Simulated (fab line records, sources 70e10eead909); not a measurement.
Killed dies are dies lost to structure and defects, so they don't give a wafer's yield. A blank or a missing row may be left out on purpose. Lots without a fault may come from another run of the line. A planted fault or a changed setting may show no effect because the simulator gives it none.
Which tool did it? | flow nand_harc | 12 lots, 36 wafers sampled, at 5 steps of a route of 1159

WHAT THE GAUGES READ, wafer by wafer
NHARC_END_SORT_01. Usual: killed_at_array 26, standard deviation 10; killed_at_other 0.5, standard deviation 0.87; killed_at_periphery 3.0, standard deviation 2.5; killed_dies 29, standard deviation 11; killed_open 3.3, standard deviation 1.9; killed_short 1.8, standard deviation 1.5.
lot  | measured     | on        | killed_at_array | killed_at_other | killed_at_periphery | killed_dies | killed_open | killed_short | flag
L308 | day 19 10:49 | prober-01 | 14 13 12        | 0 0 1           | 3 5 2               | 17 18 15    | 4 3 1       | 2 2 1        |
L317 | day 22 07:30 | prober-02 | 40 47 30        | 0 0 0           | 7 10 13             | 47 57 43    | 2 3 2       | 2 1 0        |
L322 | day 24 05:56 | prober-01 | 32 220 30       | 1 0 1           | 4 4 2               | 37 224 33   | 2 4 6       | 5 2 0        | OFF

WHICH TOOL RAN EACH LOT (tool, then ch and the chambers of the sampled wafers, then the start)
lot  | NHARC_A_STAIRCASE_TRIM_202                    | NHARC_A_STAIRCASE_TRIM_220         | NHARC_A_STAIRCASE_TRIM_224                    | NHARC_A_STAIRCASE_ETCH_234
L305 | rie_diel-11 ch 0,1,3, day 11 06:01 or earlier | rie_diel-07 ch 1,2,3, day 11 06:01 | rie_diel-07 ch 0,1,3, day 11 07:48 or earlier | rie_diel-07 ch 0,1,2, day 11 07:48
L306 | rie_diel-07 ch 0,3, day 11 11:06 or earlier   | rie_diel-07 ch 1,3, day 11 11:06   | rie_diel-07 ch 1,3, day 11 12:46 or earlier   | rie_diel-07 ch 0,1, day 11 12:46
L307 | rie_diel-07 ch 1,2,3, day 11 11:32 or earlier | rie_diel-11 ch 0,1,3, day 11 11:32 | rie_diel-11 ch 0,1,2, day 11 13:12 or earlier | rie_diel-11 ch 0,2,3, day 11 13:12
L308 | rie_diel-11 ch 1,2, day 11 16:25 or earlier   | rie_diel-03 ch 0,1,3, day 11 16:25 | rie_diel-03 ch 0,1,2, day 11 18:05 or earlier | rie_diel-11 ch 1,2, day 11 18:05
L310 | rie_diel-07 ch 0,3, day 12 07:42 or earlier   | rie_diel-03 ch 2,3, day 12 07:42   | rie_diel-03 ch 1,3, day 12 10:29 or earlier   | rie_diel-07 ch 0,1,2, day 12 10:29
L309 | rie_diel-11 ch 1,2,3, day 12 10:14 or earlier | rie_diel-07 ch 2,3, day 12 10:14   | rie_diel-07 ch 2,3, day 12 11:59 or earlier   | rie_diel-07 ch 0,2, day 12 11:59
L314 | rie_diel-07 ch 2,3, day 13 06:09 or earlier   | rie_diel-07 ch 0,1, day 13 06:09   | rie_diel-07 ch 0,1,3, day 13 07:52 or earlier | rie_diel-07 ch 0,1, day 13 07:52
L317 | rie_diel-11 ch 0,2,3, day 14 08:23 or earlier | rie_diel-07 ch 0,1,3, day 14 08:23 | rie_diel-07 ch 0,1,3, day 14 10:04 or earlier | rie_diel-07 ch 0,1,2, day 14 10:04
L322 | rie_diel-07 ch 0,1,2, day 15 09:34 or earlier | rie_diel-03 ch 0,1,2, day 15 09:34 | rie_diel-03 ch 1,2,3, day 15 11:26 or earlier | rie_diel-07 ch 0,1,3, day 15 11:26
L323 | rie_diel-03 ch 0,1,3, day 15 14:42 or earlier | rie_diel-03 ch 2,3, day 15 14:42   | rie_diel-03 ch 0,3, day 15 16:49 or earlier   | rie_diel-03 ch 0,2, day 15 16:49
L326 | rie_diel-03 ch 0,1,2, day 16 22:14 or earlier | rie_diel-03 ch 1,2,3, day 16 22:14 | rie_diel-03 ch 0,3, day 17 00:25 or earlier   | rie_diel-03 ch 1,2,3, day 17 00:25
L328 | rie_diel-07 ch 0,1,3, day 17 01:29 or earlier | rie_diel-03 ch 0,2,3, day 17 01:29 | rie_diel-03 ch 1,2,3, day 17 03:22 or earlier | rie_diel-03 ch 1,2,3, day 17 03:22
- NHARC_A_STAIRCASE_TRIM_202: chemistry O2, time 211.2 s.
- NHARC_A_STAIRCASE_TRIM_220: chemistry O2, time 211.2 s.
- NHARC_A_STAIRCASE_TRIM_224: chemistry O2, time 211.2 s.
- NHARC_A_STAIRCASE_ETCH_234: etches the open film in C4F8/O2, target depth 100 nm, time 40.5 s.

WHAT THE TOOLS THEMSELVES READ (means of the sampled wafers that have a number; where no wafer has one, the mark that the record gives instead)
NHARC_A_STAIRCASE_TRIM_202. Usual: drypump_motor_current_A 5.8 A, standard deviation 0.57; oes_product_au 1.001 a.u., standard deviation 0.013; rf_vpp_V 57.9 V, standard deviation 0.82; showerhead_plenum_p_Torr 3.52 Torr, standard deviation 0.11; throttle_valve_pct 17.036 %, standard deviation 0.0086.
lot  | tool        | drypump_motor_current_A (A) | oes_product_au (a.u.) | rf_vpp_V (V) | showerhead_plenum_p_Torr (Torr) | throttle_valve_pct (%) | flag
L305 | rie_diel-11 | 6.0                         | 0.993                 | 58.4         | 3.51                            | 17.036                 |
L306 | rie_diel-07 | 5.2                         | 0.994                 | 57.7         | 3.57                            | 17.032                 |
L307 | rie_diel-07 | 6.0                         | 1.000                 | 58.2         | 3.51                            | 17.031                 |
L308 | rie_diel-11 | 6.1                         | 1.009                 | 57.8         | 3.53                            | 17.039                 |
L310 | rie_diel-07 | 5.2                         | 1.001                 | 58.3         | 3.57                            | 17.037                 |
L309 | rie_diel-11 | 5.8                         | 1.008                 | 57.6         | 3.46                            | 17.040                 |
L314 | rie_diel-07 | 5.8                         | 0.989                 | 56.7         | 3.48                            | 17.040                 |
L317 | rie_diel-11 | 5.7                         | 0.996                 | 57.6         | 3.40                            | 17.031                 |
L322 | rie_diel-07 | 6.1                         | 1.016                 | 57.4         | 3.51                            | 17.027                 |
L323 | rie_diel-03 | 5.8                         | 1.003                 | 57.8         | 3.59                            | 17.030                 |
L326 | rie_diel-03 | 5.4                         | 1.005                 | 58.2         | 3.65                            | 17.030                 |
L328 | rie_diel-07 | 5.7                         | 1.013                 | 57.7         | 3.54                            | 17.029                 |

NHARC_A_STAIRCASE_TRIM_220. Usual: drypump_motor_current_A 5.9 A, standard deviation 0.61; oes_product_au 1.004 a.u., standard deviation 0.012; rf_vpp_V 57.9 V, standard deviation 0.8; showerhead_plenum_p_Torr 3.53 Torr, standard deviation 0.1; throttle_valve_pct 17.037 %, standard deviation 0.0086.
lot  | tool        | drypump_motor_current_A (A) | oes_product_au (a.u.) | rf_vpp_V (V) | showerhead_plenum_p_Torr (Torr) | throttle_valve_pct (%) | flag
L305 | rie_diel-07 | 6.0                         | 1.000                 | 57.3         | 3.51                            | 17.035                 |
L306 | rie_diel-07 | 6.1                         | 1.008                 | 57.7         | 3.52                            | 17.040                 |
L307 | rie_diel-11 | 6.0                         | 0.993                 | 57.7         | 3.51                            | 17.034                 |
L308 | rie_diel-03 | 5.7                         | 1.000                 | 57.8         | 3.60                            | 17.038                 |
L310 | rie_diel-03 | 6.4                         | 1.021                 | 58.6         | 3.56                            | 17.035                 |
L309 | rie_diel-07 | 5.5                         | 0.994                 | 57.6         | 3.52                            | 17.035                 |
L314 | rie_diel-07 | 5.8                         | 1.008                 | 57.2         | 3.58                            | 17.037                 |
L317 | rie_diel-07 | 5.7                         | 1.009                 | 58.0         | 3.55                            | 17.033                 |
L322 | rie_diel-03 | 5.4                         | 1.007                 | 58.2         | 3.66                            | 17.034                 |
L323 | rie_diel-03 | 6.0                         | 1.008                 | 58.3         | 3.63                            | 17.043                 |
L326 | rie_diel-03 | 5.7                         | 0.998                 | 58.5         | 3.59                            | 17.031                 |
L328 | rie_diel-03 | 6.0                         | 1.014                 | 57.8         | 3.60                            | 17.026                 |

NHARC_A_STAIRCASE_TRIM_224. Usual: drypump_motor_current_A 5.8 A, standard deviation 0.62; oes_product_au 1.002 a.u., standard deviation 0.012; rf_vpp_V 57.8 V, standard deviation 0.78; showerhead_plenum_p_Torr 3.54 Torr, standard deviation 0.1; throttle_valve_pct 17.036 %, standard deviation 0.0095.
lot  | tool        | drypump_motor_current_A (A) | oes_product_au (a.u.) | rf_vpp_V (V) | showerhead_plenum_p_Torr (Torr) | throttle_valve_pct (%) | flag
L305 | rie_diel-07 | 5.7                         | 1.006                 | 57.3         | 3.56                            | 17.036                 |
L306 | rie_diel-07 | 5.6                         | 1.001                 | 57.6         | 3.54                            | 17.033                 |
L307 | rie_diel-11 | 6.0                         | 1.002                 | 58.3         | 3.48                            | 17.035                 |
L308 | rie_diel-03 | 5.4                         | 1.004                 | 57.7         | 3.67                            | 17.040                 |
L310 | rie_diel-03 | 5.5                         | 1.005                 | 58.2         | 3.58                            | 17.038                 |
L309 | rie_diel-07 | 5.5                         | 0.989                 | 57.7         | 3.52                            | 17.034                 |
L314 | rie_diel-07 | 5.7                         | 1.008                 | 58.1         | 3.56                            | 17.044                 |
L317 | rie_diel-07 | 5.7                         | 1.007                 | 57.6         | 3.55                            | 17.029                 |
L322 | rie_diel-03 | 5.8                         | 1.003                 | 57.9         | 3.60                            | 17.046                 |
L323 | rie_diel-03 | 6.0                         | 1.018                 | 57.2         | 3.60                            | 17.038                 |
L326 | rie_diel-03 | 6.0                         | 1.023                 | 58.0         | 3.59                            | 17.030                 |
L328 | rie_diel-03 | 5.8                         | 1.003                 | 57.5         | 3.59                            | 17.033                 |

NHARC_A_STAIRCASE_ETCH_234. Usual: oes_product_au 0.946 a.u., standard deviation 0.013; rf_vpp_V 896 V, standard deviation 3.4.
lot  | tool        | oes_product_au (a.u.) | rf_vpp_V (V) | flag
L305 | rie_diel-07 | 0.946                 | 896          |
L306 | rie_diel-07 | 0.949                 | 898          |
L307 | rie_diel-11 | 0.942                 | 892          |
L308 | rie_diel-11 | 0.959                 | 892          |
L310 | rie_diel-07 | 0.944                 | 896          |
L309 | rie_diel-07 | 0.953                 | 897          |
L314 | rie_diel-07 | 0.960                 | 897          |
L317 | rie_diel-07 | 0.952                 | 895          |
L322 | rie_diel-07 | 0.988                 | 897          | OFF
L323 | rie_diel-03 | 0.950                 | 902          |
L326 | rie_diel-03 | 0.942                 | 898          |
L328 | rie_diel-03 | 0.953                 | 899          |

THE ANSWER, worked out from the rows above alone
Rule: a lot is off if the mean of its wafers that have a number lies more than 3 standard deviations from the usual mean. A lot without any number at a reading at which 4 lots or more have one is off too. The other lots that the step has rows for count as sound. The gauges are gone through in route order, then the tools' own readings, and for those a lot's mean is taken as printed above. The first step at which some lot is off is used, and at that step the reading that is off furthest; a lot without a number counts as furthest.
Off: L322, at NHARC_END_SORT_01 (killed_at_array). Neither off nor sound, because the step has no rows for them: L305, L306, L307, L310, L309, L314, L323, L326, L328.
A tool fits if, at a process step before that reading, it ran every lot that is off, and no sound lot after the first of them. The gauges at NHARC_END_SORT_01 aren't tried: what is off there is off at NHARC_A_STAIRCASE_ETCH_234 too, on other tools, and a gauge's error can't cause that. NHARC_A_STAIRCASE_TRIM_202 gives no start for some lots, so the hours and the order of its lots are those of NHARC_A_STAIRCASE_TRIM_220. NHARC_A_STAIRCASE_TRIM_224 gives no start for some lots, so the hours and the order of its lots are those of NHARC_A_STAIRCASE_ETCH_234. Can't be told from this: 2 tools fit, rie_diel-07 at NHARC_A_STAIRCASE_TRIM_202 and NHARC_A_STAIRCASE_ETCH_234, rie_diel-03 at NHARC_A_STAIRCASE_TRIM_220 and NHARC_A_STAIRCASE_TRIM_224.

WHAT THE SIMULATOR HAD PUT IN
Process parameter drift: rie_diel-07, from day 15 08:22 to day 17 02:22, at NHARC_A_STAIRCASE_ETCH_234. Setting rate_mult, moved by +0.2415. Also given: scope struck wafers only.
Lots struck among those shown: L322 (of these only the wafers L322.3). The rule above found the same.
